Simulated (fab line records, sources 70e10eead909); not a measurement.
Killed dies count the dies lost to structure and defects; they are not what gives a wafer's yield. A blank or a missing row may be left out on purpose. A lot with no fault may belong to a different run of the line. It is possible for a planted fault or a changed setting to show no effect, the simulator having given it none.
fab line records	flow nand-harc
[record] lots = 7	wafers = 21	last-day = 25
route steps=1159 shown P_M2@328
lots with no fault: from the same line, run without faults
start-h: hours from the record's opening day to when the first of the lot's shown wafers began	wait-h: hours elapsed since this lot's preceding step	" unchanged from the row above	L1.1+2: one row covering several wafers at once	- no value, or no start was given	* or withheld: withheld	< > ~ a bound
route shown NAME@n: names a module that has steps shown in the file, with the first one's number in the route	usual: mean/standard deviation taken from wafers without a fault	same: alike in all rows	chamber/n: place in a boat	sites: readings site by site	_std_site: how widely they spread, as a standard deviation	_edge_site: inner sites' mean taken away from outer sites' mean	radius-mm: how far each site lies from the wafer's centre	mask NAME#n: copy n	behind: tool/chamber where the wafer was last shaped	hold: reason for holding the lot/hours on hold/outcome of the hold	device: whichever transistor did not switch (one of n, p or np)	end of line: tests run on the same wafers once the route is complete	a step with no rows: only its recipe	killed: not the wafer's yield, but the dies lost to structure and defects at the first sort	map: the dies of a wafer, with x for killed, . for not killed, _ for no die there
set.NAME: the setting that was run; set.NAME@STEP: the one run at that earlier step	model.NAME: the simulator's own value behind a step, which no gauge read
lots seen at some steps along the route; tables by step, rows by wafer
services: a tool's chamber out of use, with start hour (start-h, from the record's first day; less than 0 if before it), hours out, and reason
[[steps]]
[step NHARC_P_M2_CD_MEAS_09]
[recipe] target-cd-nm = 170	landing-energy-ev = 500
[usual] cd-nm = 169.8/0.6
lot.wafer	tool	chamber	start-h	wait-h	cd-nm
L913.1	cd-sem-01	0	142.56	-	170.7
L913.3	"	0	"	"	170.2
L913.6	"	0	"	"	169.9
L922.3	cd-sem-01	0	199.79	-	170.2
L922.5	"	0	"	"	170.0
L922.6	"	0	"	"	169.6
L927.2	cd-sem-02	0	225.14	-	171.0
L927.3	"	0	"	"	169.7
L927.6	"	0	"	"	170.2
L928.2	cd-sem-01	0	233.73	-	168.6
L928.4	"	0	"	"	168.4
L928.6	"	0	"	"	169.6
L929.2	cd-sem-03	0	234.70	-	170.1
L929.5	"	0	"	"	170.5
L929.6	"	0	"	"	170.1
L932.4	cd-sem-02	0	259.13	-	170.4
L932.5	"	0	"	"	169.6
L932.6	"	0	"	"	170.3
L933.1	cd-sem-02	0	265.96	-	168.9
L933.3	"	0	"	"	169.4
L933.5	"	0	"	"	169.5
[step NHARC_P_M2_OVL_MEAS_10]
[recipe] pitch-nm = 340
[usual] overlay-x-nm = -0.1/0.92	overlay-y-nm = -0.1/0.99
lot.wafer	tool	chamber	start-h	wait-h	overlay-x-nm	overlay-y-nm
L913.1	overlay-01	-	142.65	-	0.6	-0.6
L913.3	"	-	"	"	0.6	0.2
L913.6	"	-	"	"	0.6	-0.1
L922.3	overlay-02	-	199.87	-	-1.7	0.2
L922.5	"	-	"	"	-1.8	0.2
L922.6	"	-	"	"	-1.5	1.1
L927.2	overlay-01	-	225.23	-	-0.7	-1.0
L927.3	"	-	"	"	-0.3	-1.4
L927.6	"	-	"	"	0.0	-1.4
L928.2	overlay-02	-	233.81	-	-0.6	0.3
L928.4	"	-	"	"	-0.5	0.7
L928.6	"	-	"	"	-0.3	0.9
L929.2	overlay-02	-	234.79	-	-0.2	-1.1
L929.5	"	-	"	"	-0.1	-0.8
L929.6	"	-	"	"	-0.1	-1.3
L932.4	overlay-01	-	259.21	-	0.8	0.9
L932.5	"	-	"	"	0.4	0.8
L932.6	"	-	"	"	0.5	1.1
L933.1	overlay-01	-	266.05	-	0.2	-0.5
L933.3	"	-	"	"	0.0	-0.1
L933.5	"	-	"	"	0.2	-0.3
[step NHARC_P_M2_INSPECT_11]
[usual] raw-defect-count = 4.2/2.6
lot.wafer	tool	chamber	start-h	wait-h	raw-defect-count
L913.1	defect-inspect-01	-	142.69	0.0	3
L913.3	"	-	"	"	3
L913.6	"	-	"	"	4
L922.3	defect-inspect-02	-	199.91	0.0	2
L922.5	"	-	"	"	3
L922.6	"	-	"	"	0
L927.2	defect-inspect-01	-	225.28	0.1	2
L927.3	"	-	"	"	5
L927.6	"	-	"	"	4
L928.2	defect-inspect-01	-	233.85	0.0	5
L928.4	"	-	"	"	2
L928.6	"	-	"	"	2
L929.2	defect-inspect-02	-	234.82	0.0	6
L929.5	"	-	"	"	4
L929.6	"	-	"	"	8
L932.4	defect-inspect-01	-	259.25	0.0	8
L932.5	"	-	"	"	6
L932.6	"	-	"	"	10
L933.1	defect-inspect-01	-	266.08	0.0	6
L933.3	"	-	"	"	5
L933.5	"	-	"	"	7
[step NHARC_P_M2_DESCUM_14]
[recipe] time-s = 3	o2-flow-sccm = 200	ar-flow-sccm = 0	bias-power-w = 0	chemistry = O2
[step NHARC_P_M2_ETCH_35]
[recipe] target-depth-a = 400	overetch-a = 120	time-s = 43.94	ion-energy-ev = 200	n2-flow-sccm = 150	h2-flow-sccm = 150	ar-flow-sccm = 0	rf-w = 400	bias-w = 150	chemistry = N2/H2
[usual] drypump-motor-current-A = 6.2/0.43	oes-product-au = 1.000/0.0085	rf-vpp-V = 430.0/2.6	showerhead-plenum-p-Torr = 2.02/0.091	throttle-valve-pct = 14.171/0.0088
lot.wafer	tool	chamber	start-h	wait-h	drypump-motor-current-A	oes-product-au	rf-hours-counter-h	rf-vpp-V	showerhead-plenum-p-Torr	throttle-valve-pct
L913.3	rie-diel-11	0	142.84	0.1	6.0	1.004	23	432.2	2.05	14.188
L913.1	"	2	"	"	5.3	1.016	26	432.2	2.14	14.183
L913.6	"	0	"	"	6.0	0.996	-	432.0	2.05	14.165
L922.3	rie-diel-02	0	200.08	0.1	6.8	0.996	2	430.2	1.96	14.181
L922.6	"	0	"	"	6.8	0.995	-	427.7	1.96	14.175
L922.5	"	2	"	"	6.1	1.000	-	429.0	2.01	14.180
L927.2	rie-diel-08	3	225.44	0.1	5.7	0.997	38	427.6	2.01	14.172
L927.3	"	0	"	"	6.3	0.979	39	431.5	2.07	14.179
L927.6	"	0	"	"	6.3	0.994	-	430.3	2.07	14.171
L928.2	rie-diel-11	0	234.01	0.1	6.0	1.002	7	430.0	2.04	14.177
L928.4	"	1	"	"	6.6	0.970	7	432.1	2.06	14.167
L928.6	"	3	"	"	6.0	1.011	-	430.7	2.00	14.175
L929.2	rie-diel-11	3	234.98	0.1	6.0	1.007	6	430.4	2.00	14.178
L929.6	"	1	"	"	6.6	0.974	-	430.3	2.06	14.169
L929.5	"	2	"	"	5.3	1.000	-	432.6	2.13	14.162
L932.4	rie-diel-11	2	259.40	0.1	5.3	1.004	12	434.3	2.13	14.169
L932.5	"	0	"	"	6.0	1.008	-	431.1	2.04	14.155
L932.6	"	1	"	"	6.6	0.991	-	431.7	2.06	14.170
L933.3	rie-diel-02	1	266.23	0.1	5.7	1.003	3	433.3	2.19	14.175
L933.1	"	2	"	"	6.1	0.996	4	429.0	2.01	14.162
L933.5	"	1	"	"	5.7	0.997	-	436.3	2.19	14.172
[step NHARC_P_M2_ETCH_15]
[recipe] target-depth-a = 1825	time-s = 91.2	c4f8-flow-sccm = withheld	ar-flow-sccm = 400	rf-w = 600	bias-w = 300	chemistry = C4F8/Ar
[usual] oes-product-au = 0.950/0.023	rf-vpp-V = 440.3/2.7
lot.wafer	tool	chamber	start-h	wait-h	oes-product-au	rf-hours-counter-h	rf-vpp-V
L913.1	rie-diel-11	0	-	-	0.922	23	441.7
L913.3	"	1	"	"	0.917	23	441.7
L913.6	"	0	"	"	0.916	-	441.6
L922.3	rie-diel-02	2	-	-	0.967	2	440.9
L922.5	"	2	"	"	0.958	-	439.7
L922.6	"	3	"	"	0.962	-	437.6
L927.3	rie-diel-08	1	-	-	0.933	38	436.2
L927.2	"	3	"	"	0.918	38	441.0
L927.6	"	0	"	"	0.921	-	443.4
L928.2	rie-diel-11	0	-	-	0.918	7	441.6
L928.4	"	1	"	"	0.895	7	441.3
L928.6	"	3	"	"	0.924	-	441.2
L929.2	rie-diel-11	1	-	-	0.914	7	440.4
L929.5	"	3	"	"	0.940	-	439.8
L929.6	"	0	"	"	0.928	-	439.5
L932.4	rie-diel-11	1	-	-	0.923	11	440.4
L932.5	"	1	"	"	0.914	-	440.1
L932.6	"	2	"	"	0.927	-	443.9
L933.1	rie-diel-02	0	-	-	0.970	4	439.7
L933.3	"	3	"	"	0.967	4	435.4
L933.5	"	0	"	"	0.972	-	438.4
[step NHARC_P_M2_CD_MEAS_16]
[usual] cd-nm = 169.8/0.76
lot.wafer	tool	chamber	start-h	wait-h	cd-nm
L913.1	cd-sem-01	-	143.05	-	171.4
L913.3	"	-	"	"	170.3
L913.6	"	-	"	"	169.7
L922.3	cd-sem-01	-	200.32	-	169.6
L922.5	"	-	"	"	169.8
L922.6	"	-	"	"	168.8
L927.2	cd-sem-01	-	225.75	-	169.7
L927.3	"	-	"	"	171.0
L927.6	"	-	"	"	171.0
L928.2	cd-sem-01	-	234.22	-	168.5
L928.4	"	-	"	"	169.0
L928.6	"	-	"	"	169.7
L929.2	cd-sem-02	-	235.19	-	169.9
L929.5	"	-	"	"	169.5
L929.6	"	-	"	"	171.0
L932.4	cd-sem-02	-	259.62	-	170.3
L932.5	"	-	"	"	169.9
L932.6	"	-	"	"	170.8
L933.1	cd-sem-02	-	266.45	-	168.8
L933.3	"	-	"	"	168.5
L933.5	"	-	"	"	169.1
[step NHARC_P_M2_STRIP_18]
[recipe] power-w = 1000	n2-flow-sccm = 150	h2-flow-sccm = 150	ar-flow-sccm = 0	bias-w = 0	chemistry = N2/H2
[step NHARC_P_M2_ETCH_28]
[recipe] target-depth-a = 300	over-etch-frac = 0.3	time-s = 72.99	ion-energy-ev = 150	cf4-flow-sccm = 50	n2-flow-sccm = 100	ar-flow-sccm = 150	rf-w = 300	bias-w = 100	chemistry = CF4/N2
[usual] drypump-motor-current-A = 6.1/0.45	oes-product-au = 0.999/0.0093	rf-vpp-V = 313.9/2.2	showerhead-plenum-p-Torr = 2.62/0.11	throttle-valve-pct = 19.796/0.0093
lot.wafer	tool	chamber	start-h	wait-h	drypump-motor-current-A	oes-product-au	rf-hours-counter-h	rf-vpp-V	showerhead-plenum-p-Torr	throttle-valve-pct
L913.3	rie-diel-11	1	-	-	6.6	0.992	24	316.1	2.65	19.785
L913.1	"	0	"	"	6.0	0.990	23	315.4	2.64	19.790
L913.6	"	2	"	"	5.3	1.010	-	316.5	2.74	19.792
L922.3	rie-diel-08	0	-	-	6.3	0.989	27	313.8	2.66	19.789
L922.6	"	3	"	"	5.8	1.002	-	313.0	2.60	19.797
L922.5	"	0	"	"	6.3	0.980	-	314.9	2.66	19.792
L927.2	rie-diel-02	0	-	-	6.8	0.988	3	313.8	2.54	19.808
L927.3	"	2	"	"	6.1	0.994	3	313.3	2.59	19.807
L927.6	"	0	"	"	6.8	0.985	-	311.7	2.54	19.808
L928.4	rie-diel-11	2	-	-	5.3	1.007	6	317.3	2.73	19.788
L928.2	"	3	"	"	6.0	1.007	6	313.6	2.58	19.801
L928.6	"	1	"	"	6.6	0.983	-	314.3	2.65	19.779
L929.2	rie-diel-02	0	-	-	6.8	0.989	3	313.6	2.54	19.779
L929.5	"	3	"	"	6.3	1.003	-	311.0	2.47	19.794
L929.6	"	0	"	"	6.8	0.998	-	313.0	2.54	19.797
L932.4	rie-diel-11	1	-	-	6.5	0.993	11	314.3	2.65	19.810
L932.6	"	1	"	"	6.6	0.981	-	313.2	2.65	19.797
L932.5	"	2	"	"	5.3	1.002	-	317.1	2.73	19.791
L933.3	rie-diel-02	3	-	-	6.4	1.015	4	311.4	2.47	19.801
L933.1	"	0	"	"	6.8	1.004	4	312.6	2.54	19.796
L933.5	"	3	"	"	6.4	0.998	-	311.9	2.47	19.810
[step NHARC_P_M2_STRIP_19]
[recipe] time-s = 600	temp-c = 30	chemistry = post-etch-residue-remover
[step NHARC_P_M2_DEGAS_29]
[recipe] temp-c = 250	time-s = 60
[usual] heater-power-w = 339/32
lot.wafer	tool	chamber	start-h	wait-h	heater-power-w
L913.3	pvd-sputter-01	-	143.80	-	323
L913.1	"	-	"	"	387
L913.6	"	-	"	"	328
L922.3	pvd-sputter-03	-	201.14	-	308
L922.5	"	-	"	"	307
L922.6	"	-	"	"	340
L927.2	pvd-sputter-03	-	226.47	-	302
L927.3	"	-	"	"	311
L927.6	"	-	"	"	336
L928.2	pvd-sputter-01	-	234.93	-	336
L928.4	"	-	"	"	333
L928.6	"	-	"	"	342
L929.2	pvd-sputter-01	-	235.92	-	377
L929.6	"	-	"	"	340
L929.5	"	-	"	"	378
L932.4	pvd-sputter-02	-	260.32	-	330
L932.5	"	-	"	"	331
L932.6	"	-	"	"	433
L933.1	pvd-sputter-01	-	267.18	-	384
L933.3	"	-	"	"	345
L933.5	"	-	"	"	370
[step NHARC_P_M2_PRE_CLEAN_30]
[recipe] time-s = 30	temp-c = 280	gas = H2/He
[step NHARC_P_M2_PVD_20]
[recipe] target-thk-a = 50	bias-v = 168.6	power-w = 15000	chamber-pressure-pa = 0.12	time-s = 8.06	substrate-temp-c = 50	material = TaN
[usual] bias-v = 168.5/1.9	cathode-dc-power-W = 15000/3.1	throttle-valve-pct = 30.7/1.1
lot.wafer	tool	chamber	start-h	wait-h	bias-v	cathode-dc-power-W	throttle-valve-pct
L913.3	pvd-sputter-01	-	143.92	-	170.3	15004	31.9
L913.1	"	-	"	"	168.2	14999	31.6
L913.6	"	-	"	"	169.1	14999	31.6
L922.3	pvd-sputter-03	-	201.24	-	168.8	14999	32.8
L922.6	"	-	"	"	169.0	15000	29.8
L922.5	"	-	"	"	169.4	15004	32.7
L927.3	pvd-sputter-03	-	226.58	-	-	-	-
L927.2	"	-	"	"	-	-	-
L927.6	"	-	"	"	-	-	-
L928.2	pvd-sputter-01	-	235.05	-	-	-	-
L928.4	"	-	"	"	-	-	-
L928.6	"	-	"	"	-	-	-
L929.2	pvd-sputter-01	-	236.06	-	-	-	-
L929.6	"	-	"	"	-	-	-
L929.5	"	-	"	"	-	-	-
L932.4	pvd-sputter-02	-	260.46	-	166.4	15005	30.3
L932.5	"	-	"	"	170.0	14998	30.0
L932.6	"	-	"	"	169.8	15005	31.0
L933.3	pvd-sputter-01	-	267.31	-	167.1	15000	31.6
L933.1	"	-	"	"	170.5	15000	29.5
L933.5	"	-	"	"	166.1	15001	31.6
[step NHARC_P_M2_PVD_21]
[recipe] target-thk-a = 300	chamber-pressure-pa = 5	power-w = 5000	substrate-temp-c = 30	time-s = 20.49	material = Cu
[usual] cathode-dc-power-W = 4999.9/0.82	chamber-pressure-pa = 5.000/0.0097	throttle-valve-pct = 30.8/1.1
lot.wafer	tool	chamber	start-h	wait-h	cathode-dc-power-W	chamber-pressure-pa	throttle-valve-pct
L913.3	pvd-sputter-01	-	-	-	4999.5	4.998	30.0
L913.1	"	-	"	"	5000.2	4.987	31.6
L913.6	"	-	"	"	4999.7	5.008	31.0
L922.3	pvd-sputter-03	-	-	-	5000.9	5.012	30.3
L922.5	"	-	"	"	5000.5	4.993	29.8
L922.6	"	-	"	"	5001.1	5.002	33.0
L927.2	pvd-sputter-03	-	-	-	5001.0	5.010	33.0
L927.3	"	-	"	"	4999.4	5.007	30.0
L927.6	"	-	"	"	5001.8	4.990	32.7
L928.2	pvd-sputter-01	-	-	-	5000.3	5.004	29.6
L928.4	"	-	"	"	5000.8	5.025	31.4
L928.6	"	-	"	"	4999.6	5.000	31.3
L929.2	pvd-sputter-01	-	-	-	4999.9	5.010	31.4
L929.6	"	-	"	"	5000.1	4.984	31.1
L929.5	"	-	"	"	5000.9	4.987	31.1
L932.4	pvd-sputter-02	-	-	-	4999.5	4.980	29.3
L932.5	"	-	"	"	4999.4	5.005	29.8
L932.6	"	-	"	"	4999.1	5.012	31.1
L933.1	pvd-sputter-01	-	-	-	5000.5	4.996	31.6
L933.3	"	-	"	"	4999.1	5.003	31.5
L933.5	"	-	"	"	5002.9	4.982	29.7
[[services]]
tool	chamber	start-h	hours	kind
rie-diel-11	0	119.77	-	clean
rie-diel-11	1	119.77	-	clean
rie-diel-11	2	119.77	-	clean
rie-diel-11	3	119.77	-	clean
pvd-sputter-02	-	124.20	8.7	repair
rie-diel-08	-	124.84	9.0	pm
rie-diel-08	2	140.56	4.7	repair
rie-diel-02	2	141.02	13.8	repair
rie-diel-11	0	144.27	-	clean
rie-diel-11	1	144.27	-	clean
rie-diel-11	2	144.27	-	clean
rie-diel-11	3	144.27	-	clean
rie-diel-11	1	147.82	-	consumable-replace:focus-ring
rie-diel-02	-	149.82	0.2	repair
rie-diel-02	-	150.83	9.0	pm
pvd-sputter-01	-	158.00	10.0	pm
rie-diel-02	1	189.21	16.7	repair
rie-diel-11	-	189.63	9.0	pm
rie-diel-08	2	201.15	132.0	repair
pvd-sputter-02	-	214.00	10.0	pm
rie-diel-02	1	214.05	1.4	repair
pvd-sputter-01	-	214.43	1.0	repair
pvd-sputter-03	-	220.80	4.7	repair
rie-diel-02	-	240.92	0.3	repair
[[key]]
[first-sign] step = NHARC_P_M2_PVD_20	reading = tool-record	direction = missing
effect none on later readings
met-at NHARC_P_M2_PVD_20
struck-wafers L927.2,L927.3,L927.6,L928.2,L928.4,L928.6,L929.2,L929.5,L929.6
later-rows-left-out L927.2,L927.3,L927.6,L928.2,L928.4,L928.6,L929.2,L929.5,L929.6
sort-left-out L927.2,L927.3,L927.6,L928.2,L928.4,L928.6,L929.2,L929.5,L929.6
onset-between 201.24 226.58
[fault] kind = skipped-step-whole	tool = pvd-sputter-01,pvd-sputter-03	chamber = -	onset-h = 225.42	steps = NHARC_P_M2_PVD_20	scope = struck-lots-only
// sort-left-out: the simulated sort isn't trusted on such a fault, so these wafers' sort isn't shown, and their yield isn't known
// later-rows-left-out: the simulator's readings of these wafers behind a module that went badly wrong aren't trusted and aren't shown, but for the sort
